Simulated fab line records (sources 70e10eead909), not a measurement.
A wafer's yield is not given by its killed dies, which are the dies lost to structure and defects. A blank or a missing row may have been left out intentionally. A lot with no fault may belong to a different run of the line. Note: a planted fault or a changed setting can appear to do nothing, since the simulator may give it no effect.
Which tool is to blame?	flow nand harc	24 lots, 72 wafers sampled, at 6 steps of a route of 1302

## WHAT EACH GAUGE READ, for each wafer
The record lacks any reading of a measuring or inspecting step that a usual standard deviation could be used to judge.

## WHAT TOOL EACH LOT RAN ON (gives the tool, then ch and the chambers of the sampled wafers, and finally the start)
lot	NHARC_A_CHANNEL_FILL_D2_RTA_24	NHARC_A_STAIRCASE_STRIP_171	NHARC_A_STAIRCASE_ETCH_197	NHARC_A_STAIRCASE_DESCUM_219	NHARC_A_STAIRCASE_ETCH_225	NHARC_A_STAIRCASE_ETCH_232
L074	rtp anneal-02 ch 0, day 15 11:45	plasma asher-02 ch 0,1, day 15 13:20	rie diel-05 ch 0,1, day 16 00:09 or earlier	rie diel-01 ch 0,3, day 16 00:09	rie diel-01 ch 1,2,3, no start	rie diel-01 ch 2,3, no start
L075	rtp anneal-02 ch 0, day 15 11:57	plasma asher-02 ch 0,1, day 15 15:07	rie diel-01 ch 0,2, day 16 00:23 or earlier	rie diel-01 ch 1,2,3, day 16 00:23	rie diel-01 ch 0,1, no start	rie diel-01 ch 0,1,3, no start
L076	rtp anneal-02 ch 0, day 16 12:55	plasma asher-01 ch 0, day 16 14:23	rie diel-01 ch 0,1,2, day 16 23:36 or earlier	rie diel-04 ch 0,1,3, day 16 23:36	rie diel-04 ch 0,1,3, no start	rie diel-04 ch 1,2,3, no start
L077	rtp anneal-02 ch 0, day 16 13:04	plasma asher-02 ch 0,1, day 16 14:38	rie diel-04 ch 0,1,2, day 17 00:58 or earlier	rie diel-04 ch 0,1,3, day 17 00:58	rie diel-04 ch 0,2,3, no start	rie diel-04 ch 0,1,2, no start
L078	rtp anneal-02 ch 0, day 16 21:13	plasma asher-02 ch 0,1, day 16 22:39	rie diel-05 ch 0,2,3, day 17 08:29 or earlier	rie diel-01 ch 0,1,3, day 17 08:29	rie diel-01 ch 1,2,3, no start	rie diel-01 ch 0,1,2, no start
L081	rtp anneal-01 ch 0, day 18 03:51	plasma asher-02 ch 0, day 18 05:22	rie diel-05 ch 1,2, day 18 15:05 or earlier	rie diel-04 ch 0,2, day 18 15:05	rie diel-04 ch 0,1,3, no start	rie diel-05 ch 0,2,3, no start
L080	rtp anneal-02 ch 0, day 18 03:51	plasma asher-01 ch 0,1, day 18 05:28	rie diel-04 ch 1,2, day 18 15:38 or earlier	rie diel-01 ch 0,3, day 18 15:38	rie diel-01 ch 0,1,2, no start	rie diel-01 ch 0,1, no start
L079	rtp anneal-01 ch 0, day 18 10:23	plasma asher-01 ch 0,1, day 18 12:02	rie diel-05 ch 0,1, day 18 21:26 or earlier	rie diel-01 ch 1,3, day 18 21:26	rie diel-01 ch 0,1,2, no start	rie diel-01 ch 0,1,2, no start
L082	rtp anneal-01 ch 0, day 19 12:29	plasma asher-01 ch 0,1, day 19 14:04	rie diel-04 ch 0,1,3, day 20 00:06 or earlier	rie diel-01 ch 1,2,3, day 20 00:06	rie diel-01 ch 0,1,3, no start	rie diel-01 ch 0,1,3, no start
L083	rtp anneal-01 ch 0, day 19 12:40	plasma asher-02 ch 0,1, day 19 14:14	rie diel-01 ch 0,1,3, day 20 00:21 or earlier	rie diel-04 ch 1,2,3, day 20 00:21	rie diel-04 ch 0,1,2, no start	rie diel-01 ch 0,3, no start
L084	rtp anneal-01 ch 0, day 19 23:15	plasma asher-02 ch 1, day 20 00:52	rie diel-05 ch 0,3, day 20 10:19 or earlier	rie diel-05 ch 0,2,3, day 20 10:19	rie diel-05 ch 0,3, no start	rie diel-05 ch 1,3, no start
L085	rtp anneal-02 ch 0, day 19 23:17	plasma asher-01 ch 0,1, day 20 00:55	rie diel-01 ch 0,1,2, day 20 10:26 or earlier	rie diel-04 ch 2,3, day 20 10:26	rie diel-04 ch 1,2,3, no start	rie diel-04 ch 0,2,3, no start
L086	rtp anneal-02 ch 0, day 20 09:37	plasma asher-02 ch 0,1, day 20 11:14	rie diel-04 ch 1,3, day 20 20:37 or earlier	rie diel-05 ch 0,1,2, day 20 20:37	rie diel-05 ch 1,3, no start	rie diel-01 ch 1,2,3, no start
L088	rtp anneal-01 ch 0, day 21 07:26	plasma asher-02 ch 0,1, day 21 09:28	rie diel-05 ch 0,1,3, day 21 19:05 or earlier	rie diel-04 ch 0,1,2, day 21 19:05	rie diel-04 ch 0,1,2, no start	rie diel-05 ch 0,1,3, no start
L089	rtp anneal-02 ch 0, day 21 07:27	plasma asher-02 ch 0,1, day 21 12:33	rie diel-05 ch 0,3, day 21 21:40 or earlier	rie diel-01 ch 1,2,3, day 21 21:40	rie diel-01 ch 0,3, no start	rie diel-01 ch 0,1,3, no start
L087	rtp anneal-01 ch 0, day 21 07:38	plasma asher-02 ch 0,1, day 21 09:44	rie diel-04 ch 0,2,3, day 21 19:38 or earlier	rie diel-01 ch 0,1,3, day 21 19:38	rie diel-01 ch 1,2,3, no start	rie diel-04 ch 0,1,3, no start
L090	rtp anneal-01 ch 0, day 22 01:38	plasma asher-01 ch 0,1, day 22 03:14	rie diel-04 ch 2,3, day 22 12:47 or earlier	rie diel-01 ch 2,3, day 22 12:47	rie diel-01 ch 0,3, no start	rie diel-01 ch 0,2, no start
L091	rtp anneal-01 ch 0, day 22 13:40	plasma asher-02 ch 0,1, day 22 15:17	rie diel-04 ch 0,2, day 23 01:09 or earlier	rie diel-04 ch 1,2,3, day 23 01:09	rie diel-04 ch 0,2,3, no start	rie diel-04 ch 1,2,3, no start
L093	rtp anneal-02 ch 0, day 23 05:53	plasma asher-02 ch 0,1, day 23 07:41	rie diel-05 ch 1,2, day 23 19:14 or earlier	rie diel-04 ch 2,3, day 23 19:14	rie diel-04 ch 0,2,3, no start	rie diel-05 ch 1,2,3, no start
L092	rtp anneal-02 ch 0, day 23 12:56	plasma asher-01 ch 0, day 23 14:29	rie diel-04 ch 0,1,3, day 23 23:43 or earlier	rie diel-04 ch 0,1,3, day 23 23:43	rie diel-04 ch 0,1,2, no start	rie diel-04 ch 1,3, no start
L094	rtp anneal-02 ch 0, day 23 20:19	plasma asher-02 ch 0,1, day 23 21:50	rie diel-04 ch 1,2,3, day 24 07:46 or earlier	rie diel-05 ch 0,1, day 24 07:46	rie diel-05 ch 0,1,3, no start	rie diel-05 ch 0,1,3, no start
L095	rtp anneal-02 ch 0, day 24 17:41	plasma asher-02 ch 0,1, day 24 19:20	rie diel-01 ch 1,2,3, day 25 06:47 or earlier	rie diel-01 ch 0,2,3, day 25 06:47	rie diel-01 ch 2,3, no start	rie diel-04 ch 0,1, no start
L096	rtp anneal-02 ch 0, day 24 23:10	plasma asher-02 ch 1, day 25 00:41	rie diel-05 ch 0,2,3, day 25 09:32 or earlier	rie diel-04 ch 1,2, day 25 09:32	rie diel-04 ch 0,3, no start	rie diel-04 ch 0,1,3, no start
L097	rtp anneal-02 ch 0, day 25 07:18	plasma asher-02 ch 0,1, day 25 08:54	rie diel-01 ch 2,3, day 25 20:07 or earlier	rie diel-05 ch 0,2,3, day 25 20:07	rie diel-05 ch 0,1,2, no start	rie diel-05 ch 0,1,2, no start
- NHARC_A_CHANNEL_FILL_D2_RTA_24: time 5 s.
- NHARC_A_STAIRCASE_STRIP_171: strips in O2.
- NHARC_A_STAIRCASE_ETCH_197: etches the open film in C4F8/O2, target depth 100 nm, time 40.5 s.
- NHARC_A_STAIRCASE_DESCUM_219: chemistry O2, time 3 s.
- NHARC_A_STAIRCASE_ETCH_225: etches the open film in C4F8/O2, target depth 100 nm, time 40.5 s.
- NHARC_A_STAIRCASE_ETCH_232: etches the open film in C4F8/O2, target depth 100 nm, time 40.5 s.

## WHAT THE TOOLS THEMSELVES READ (means of the sampled wafers that have a number; where no wafer has one, the mark that the record gives instead)
NHARC_A_CHANNEL_FILL_D2_RTA_24. Usual: lamp power pct 27.7 %, standard deviation 1.1; lamp_zone_1_pct 27.7 %, standard deviation 1.1; lamp_zone_2_pct 27.7 %, standard deviation 1.1; wafer_temp_C_max 1006.6, standard deviation 1.4.
lot	tool	lamp power pct (%)	lamp_zone_1_pct (%)	lamp_zone_2_pct (%)	wafer_temp_C_max	flag
L074	rtp anneal-02	26.8	26.9	26.9	1006.6	
L075	rtp anneal-02	26.9	26.9	26.9	1006.7	
L076	rtp anneal-02	26.9	26.9	26.9	1006.9	
L077	rtp anneal-02	26.9	26.9	26.9	1007.6	
L078	rtp anneal-02	26.8	26.9	26.8	1006.8	
L081	rtp anneal-01	29.0	29.0	29.0	1005.7	
L080	rtp anneal-02	26.9	26.9	26.9	1007.6	
L079	rtp anneal-01	29.0	29.1	29.1	1006.4	
L082	rtp anneal-01	29.0	29.0	29.0	1006.4	
L083	rtp anneal-01	29.0	29.0	29.0	1006.0	
L084	rtp anneal-01	29.1	29.0	29.0	1007.0	
L085	rtp anneal-02	26.9	26.9	26.9	1005.7	
L086	rtp anneal-02	26.9	26.9	26.9	1006.8	
L088	rtp anneal-01	29.1	29.1	29.1	1005.7	
L089	rtp anneal-02	26.9	26.9	26.8	1007.9	
L087	rtp anneal-01	29.0	29.0	29.0	1006.5	
L090	rtp anneal-01	29.0	29.0	29.1	1006.3	
L091	rtp anneal-01	29.0	29.1	29.0	1005.3	
L093	rtp anneal-02	26.9	26.9	26.8	1006.8	
L092	rtp anneal-02	26.9	26.9	26.8	1006.6	
L094	rtp anneal-02	26.9	26.8	26.8	1006.1	
L095	rtp anneal-02	26.9	26.9	26.9	1008.1	
L096	rtp anneal-02	26.8	26.8	26.8	1006.9	
L097	rtp anneal-02	26.9	26.9	26.9	1005.8	

NHARC_A_STAIRCASE_STRIP_171. Usual: drypump motor current A 5.3 A, standard deviation 0.49; heater power w 343 W, standard deviation 15.
lot	tool	drypump motor current A (A)	heater power w (W)	flag
L074	plasma asher-02	4.9	345	
L075	plasma asher-02	4.9	354	
L076	plasma asher-01	5.7	337	
L077	plasma asher-02	4.9	355	
L078	plasma asher-02	4.9	352	
L081	plasma asher-02	4.8	350	
L080	plasma asher-01	6.0	361	
L079	plasma asher-01	6.0	358	
L082	plasma asher-01	5.9	347	
L083	plasma asher-02	5.1	337	
L084	plasma asher-02	5.2	339	
L085	plasma asher-01	6.0	359	
L086	plasma asher-02	5.1	337	
L088	plasma asher-02	5.1	335	
L089	plasma asher-02	4.9	332	
L087	plasma asher-02	5.1	336	
L090	plasma asher-01	6.0	361	
L091	plasma asher-02	5.1	335	
L093	plasma asher-02	5.1	336	
L092	plasma asher-01	5.7	322	
L094	plasma asher-02	4.9	332	
L095	plasma asher-02	4.9	339	
L096	plasma asher-02	5.2	337	
L097	plasma asher-02	5.1	335	

NHARC_A_STAIRCASE_ETCH_197. Usual: oes product au 0.950 a.u., standard deviation 0.018; rf fwd power W 591 W, standard deviation 3.1; rf vpp V 895 V, standard deviation 5.2.
lot	tool	oes product au (a.u.)	rf fwd power W (W)	rf vpp V (V)	flag
L074	rie diel-05	0.944	593	896	
L075	rie diel-01	0.964	592	890	
L076	rie diel-01	0.965	593	892	
L077	rie diel-04	0.947	589	895	
L078	rie diel-05	0.944	588	892	
L081	rie diel-05	0.965	592	891	
L080	rie diel-04	0.981	589	894	
L079	rie diel-05	0.939	592	896	
L082	rie diel-04	0.956	591	896	
L083	rie diel-01	0.953	591	893	
L084	rie diel-05	0.952	589	893	
L085	rie diel-01	0.950	592	892	
L086	rie diel-04	0.931	590	901	
L088	rie diel-05	0.963	590	895	
L089	rie diel-05	0.934	590	895	
L087	rie diel-04	0.931	592	898	
L090	rie diel-04	0.926	594	899	
L091	rie diel-04	0.979	591	896	
L093	rie diel-05	0.942	592	893	
L092	rie diel-04	0.976	592	897	
L094	rie diel-04	0.934	592	899	
L095	rie diel-01	0.941	595	894	
L096	rie diel-05	0.949	590	891	
L097	rie diel-01	0.950	595	893	

NHARC_A_STAIRCASE_DESCUM_219. Usual: drypump motor current A 5.9 A, standard deviation 0.53; oes product au 1.000 a.u., standard deviation 0.011; rf vpp V 57.7 V, standard deviation 0.83; showerhead plenum p Torr 1.90 Torr, standard deviation 0.078; throttle valve pct 11.311 %, standard deviation 0.0094.
lot	tool	drypump motor current A (A)	oes product au (a.u.)	rf vpp V (V)	showerhead plenum p Torr (Torr)	throttle valve pct (%)	flag
L074	rie diel-01	6.6	0.995	57.9	1.83	11.319	
L075	rie diel-01	6.2	1.001	57.0	1.89	11.306	
L076	rie diel-04	5.9	0.995	58.5	1.94	11.313	
L077	rie diel-04	5.8	0.987	57.3	1.94	11.310	
L078	rie diel-01	6.4	1.001	57.7	1.86	11.312	
L081	rie diel-04	5.4	0.993	57.9	1.90	11.307	
L080	rie diel-01	6.5	1.000	57.2	1.83	11.309	
L079	rie diel-01	6.2	1.009	58.1	1.89	11.304	
L082	rie diel-01	6.2	1.008	58.4	1.89	11.314	
L083	rie diel-04	5.8	0.993	58.2	1.96	11.303	
L084	rie diel-05	5.6	1.001	57.5	1.84	11.314	
L085	rie diel-04	6.1	0.985	57.9	2.02	11.304	
L086	rie diel-05	5.5	1.007	56.7	1.84	11.303	
L088	rie diel-04	5.4	1.009	57.9	1.89	11.312	
L089	rie diel-01	6.2	0.994	57.9	1.88	11.326	
L087	rie diel-01	6.3	1.008	57.6	1.85	11.315	
L090	rie diel-01	6.2	0.999	57.4	1.87	11.316	
L091	rie diel-04	5.8	1.004	57.0	1.95	11.307	
L093	rie diel-04	5.7	1.006	58.8	1.97	11.315	
L092	rie diel-04	5.9	0.997	58.2	1.92	11.317	
L094	rie diel-05	5.3	0.990	57.4	1.89	11.303	
L095	rie diel-01	6.4	1.001	57.5	1.84	11.306	
L096	rie diel-04	5.4	1.020	56.8	1.90	11.318	
L097	rie diel-05	5.6	0.998	57.5	1.94	11.316	

NHARC_A_STAIRCASE_ETCH_225. Usual: oes product au 0.943 a.u., standard deviation 0.012; rf fwd power W 592 W, standard deviation 3.1; rf vpp V 895 V, standard deviation 4.8.
lot	tool	oes product au (a.u.)	rf fwd power W (W)	rf vpp V (V)	flag
L074	rie diel-01	0.931	593	894	
L075	rie diel-01	0.934	591	893	
L076	rie diel-04	0.934	590	898	
L077	rie diel-04	0.930	593	899	
L078	rie diel-01	0.950	594	894	
L081	rie diel-04	0.936	589	897	
L080	rie diel-01	0.944	592	892	
L079	rie diel-01	0.954	593	893	
L082	rie diel-01	0.955	591	893	
L083	rie diel-04	0.950	591	895	
L084	rie diel-05	0.942	588	892	
L085	rie diel-04	0.929	590	899	
L086	rie diel-05	0.933	592	899	
L088	rie diel-04	0.948	593	894	
L089	rie diel-01	0.952	589	892	
L087	rie diel-01	0.947	592	893	
L090	rie diel-01	0.952	591	890	
L091	rie diel-04	0.933	593	899	
L093	rie diel-04	0.939	593	899	
L092	rie diel-04	0.949	590	895	
L094	rie diel-05	0.936	591	894	
L095	rie diel-01	0.938	594	894	
L096	rie diel-04	0.934	594	896	
L097	rie diel-05	0.935	590	897	

NHARC_A_STAIRCASE_ETCH_232. Usual: oes product au 0.945 a.u., standard deviation 0.013; rf fwd power W 591 W, standard deviation 3.1; rf vpp V 894 V, standard deviation 4.8.
lot	tool	oes product au (a.u.)	rf fwd power W (W)	rf vpp V (V)	flag
L074	rie diel-01	0.939	595	894	
L075	rie diel-01	0.930	592	894	
L076	rie diel-04	0.935	590	899	
L077	rie diel-04	0.951	591	894	
L078	rie diel-01	0.951	592	893	
L081	rie diel-05	0.946	588	892	
L080	rie diel-01	0.943	591	889	
L079	rie diel-01	0.950	593	892	
L082	rie diel-01	0.949	593	893	
L083	rie diel-01	0.954	593	893	
L084	rie diel-05	0.940	592	899	
L085	rie diel-04	0.935	591	898	
L086	rie diel-01	0.972	594	894	
L088	rie diel-05	0.954	591	895	
L089	rie diel-01	0.951	591	892	
L087	rie diel-04	0.929	591	897	
L090	rie diel-01	0.945	592	891	
L091	rie diel-04	0.935	590	898	
L093	rie diel-05	0.943	590	894	
L092	rie diel-04	0.952	589	895	
L094	rie diel-05	0.942	593	894	
L095	rie diel-04	0.961	588	892	
L096	rie diel-04	0.943	594	895	
L097	rie diel-05	0.933	590	897	

## THE ANSWER, worked out from the rows above alone
Rule: a lot counts as off when the mean over its wafers that have a number is more than 3 standard deviations away from the usual mean. A lot without any number at a reading at which 4 lots or more have one is off too. All remaining lots with rows at the step are treated as sound. First the gauges in route order, then the tools' own readings, where a lot's mean is used as printed above. The first step at which some lot is off is used, and at that step the reading that is off furthest; a lot without a number counts as furthest.
No lot is off at any reading shown: from this, nothing can be told.

## WHAT HAD BEEN PUT IN BY THE SIMULATOR
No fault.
